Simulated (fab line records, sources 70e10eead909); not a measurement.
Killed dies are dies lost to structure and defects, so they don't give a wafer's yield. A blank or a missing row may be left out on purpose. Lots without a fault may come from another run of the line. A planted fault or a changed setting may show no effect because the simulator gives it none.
Chamber matching | flow nand_harc | NHARC_A_M1_ETCH_35 on rie_diel-13: 4 sister chambers
The step etches the open film in N2/H2, target depth 40 nm, overetch 12 nm, time 43.94 s. 4 wafers are shown with their chamber, then 7 later ones without.

WAFERS WITH THEIR CHAMBER
wafer  | chamber | drypump_motor_current_A (A)
L728.4 | 2       | 4.7
L728.6 | 3       | 5.5
L730.1 | 0       | 6.5
L730.2 | 1       | 5.6

WAFERS WITHOUT THEIR CHAMBER
wafer  | drypump_motor_current_A (A)
L730.5 | 5.5
L731.2 | 5.5
L731.3 | 4.7
L731.5 | 6.5
L734.2 | 5.6
L734.3 | 4.8
L734.6 | 4.7

WHICH CHAMBER EACH WENT THROUGH
wafer  | from the rows above | in truth
L730.5 | 3                   | 3
L731.2 | 3                   | 3
L731.3 | 2                   | 2
L731.5 | 0                   | 0
L734.2 | 1                   | 1
L734.3 | 2                   | 2
L734.6 | 2                   | 2
Placed correctly: 7 of 7. Can't be placed from these rows: 0. Placed wrongly: 0.
How it was worked out, from the rows above alone: a wafer's distance from a chamber is the root of the sum, over the readings, of the square of ((its reading less the chamber's mean) divided by the reading's scatter). The wafer belongs to the nearest chamber; if the next one is less than 2 further off, it can't be placed. A chamber's mean is the mean of its shown wafers. The scatter: with one shown wafer a chamber, the root of the mean of the squares of how far each hidden wafer lies from its nearest shown one.
